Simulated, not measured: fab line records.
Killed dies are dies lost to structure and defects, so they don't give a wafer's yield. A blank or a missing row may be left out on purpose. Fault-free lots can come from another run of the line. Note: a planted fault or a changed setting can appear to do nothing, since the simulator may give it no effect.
The tool behind it: which one? | flow n5 finfet | at 1 step of a route of 1938, 10 lots with 30 wafers sampled

WHAT EACH GAUGE READ, for each wafer
N5_BEOL_M4_RC_MEAS_101. Usual: DIBL_N 36.9 mV/V, standard deviation 1.7; DIBL_P 36.7 mV/V, standard deviation 2.1; IOFF_N 0.17 nA/um, standard deviation 0.032; IOFF_P 0.22 nA/um, standard deviation 0.036; ION_N 674 uA/um, standard deviation 12; ION_P 461 uA/um, standard deviation 7; SS_N 71.7 mV/dec, standard deviation 0.6; SS_P 73.4 mV/dec, standard deviation 0.67; VT_N 249 mV, standard deviation 3.1; VT_P -250 mV, standard deviation 3.2.
lot  | measured     | on        | DIBL_N (mV/V)  | DIBL_P (mV/V)  | IOFF_N (nA/um) | IOFF_P (nA/um) | ION_N (uA/um) | ION_P (uA/um) | SS_N (mV/dec)  | SS_P (mV/dec)  | VT_N (mV)   | VT_P (mV)      | flag
L850 | day 9 03:32  | prober-02 | 37.5 40.4 37.1 | 38.3 42.5 38.5 | 0.17 0.24 0.16 | 0.21 0.28 0.21 | 668 691 678   | 460 463 461   | 71.6 72.7 72.3 | 73.6 75.5 73.6 | 250 242 250 | -252 -248 -251 |
L853 | day 9 08:10  | prober-01 | 36.3 35.7 37.0 | 36.9 35.5 37.6 | 0.17 0.14 0.17 | 0.23 0.21 0.25 | 685 662 676   | 471 460 467   | 71.0 71.5 71.1 | 73.6 73.7 72.9 | 245 250 248 | -246 -250 -246 |
L854 | day 9 20:14  | prober-01 | 37.3 37.0 39.7 | 36.5 36.0 37.1 | 0.18 0.16 0.23 | 0.22 0.20 0.23 | 679 680 675   | 461 460 452   | 71.7 71.1 72.8 | 73.2 72.8 73.7 | 246 250 244 | -251 -249 -251 |
L857 | day 10 15:55 | prober-01 | 36.1 34.8 35.1 | 35.3 34.0 34.4 | 0.15 0.13 0.14 | 0.22 0.19 0.19 | 668 656 665   | 466 457 459   | 71.4 70.9 71.9 | 72.6 71.8 72.7 | 250 253 252 | -246 -252 -249 |
L858 | day 11 00:52 | prober-01 | 37.7 34.9 36.2 | 38.5 36.7 37.5 | 0.19 0.14 0.16 | 0.26 0.21 0.23 | 688 677 677   | 475 466 461   | 72.3 70.8 72.2 | 73.5 73.7 72.3 | 248 253 248 | -245 -249 -246 |
L859 | day 11 09:40 | prober-02 | 34.9 35.7 36.9 | 35.1 34.9 37.2 | 0.13 0.14 0.17 | 0.16 0.16 0.19 | 673 672 686   | 455 454 459   | 70.6 71.3 71.6 | 73.0 73.2 74.1 | 251 253 250 | -256 -256 -251 |
L861 | day 11 17:23 | prober-01 | 37.3 37.9 37.8 | 36.8 35.9 35.7 | 0.18 0.20 0.18 | 0.24 0.23 0.22 | 676 685 681   | 465 468 466   | 71.6 71.9 71.8 | 73.5 73.4 72.5 | 246 246 247 | -248 -250 -250 |
L863 | day 12 06:56 | prober-02 | 38.5 35.0 32.8 | 38.0 34.8 32.0 | 0.19 0.13 0.11 | 0.24 0.20 0.16 | 676 654 660   | 466 458 455   | 71.9 71.2 70.6 | 73.7 72.8 72.6 | 248 252 253 | -249 -252 -255 |
L866 | day 13 01:27 | prober-01 | 35.4 37.0 35.2 | 37.3 37.7 37.1 | 0.16 0.17 0.15 | 0.21 0.22 0.21 | 681 682 682   | 464 465 461   | 71.1 70.8 71.0 | 73.6 73.7 73.0 | 248 248 250 | -250 -249 -249 |
L869 | day 14 00:20 | prober-01 | 39.1 37.7 39.5 | 38.5 37.1 39.5 | 0.18 0.16 0.19 | 0.23 0.22 0.26 | 663 659 681   | 460 458 467   | 71.9 72.1 72.8 | 74.1 73.7 73.8 | 251 252 251 | -249 -248 -247 |

TOOL THAT RAN EACH LOT (tool first, then ch and the chambers of the sampled wafers, then the start)
No process step before these readings appears in the record.

AS READ BY THE TOOLS THEMSELVES (means over the sampled wafers that have a number; for cases with no such wafer, the mark the record gives instead)
The record holds no such reading with a usual standard deviation.

THE ANSWER, worked out from the rows above alone
Rule: take the mean of a lot's wafers that have a number; if it is more than 3 standard deviations from the usual mean, the lot is off. A lot without any number at a reading at which 4 lots or more have one is off too. Where the step has rows for the other lots, those lots are counted as sound. The gauges are gone through in route order, then the tools' own readings, and for those a lot's mean is taken as printed above. At the first step where some lot is off, the reading lying furthest off is the one used; lots without a number count as furthest.
Nothing can be told from this: no lot is off at any reading shown.

WHAT THE SIMULATOR HAD PUT IN
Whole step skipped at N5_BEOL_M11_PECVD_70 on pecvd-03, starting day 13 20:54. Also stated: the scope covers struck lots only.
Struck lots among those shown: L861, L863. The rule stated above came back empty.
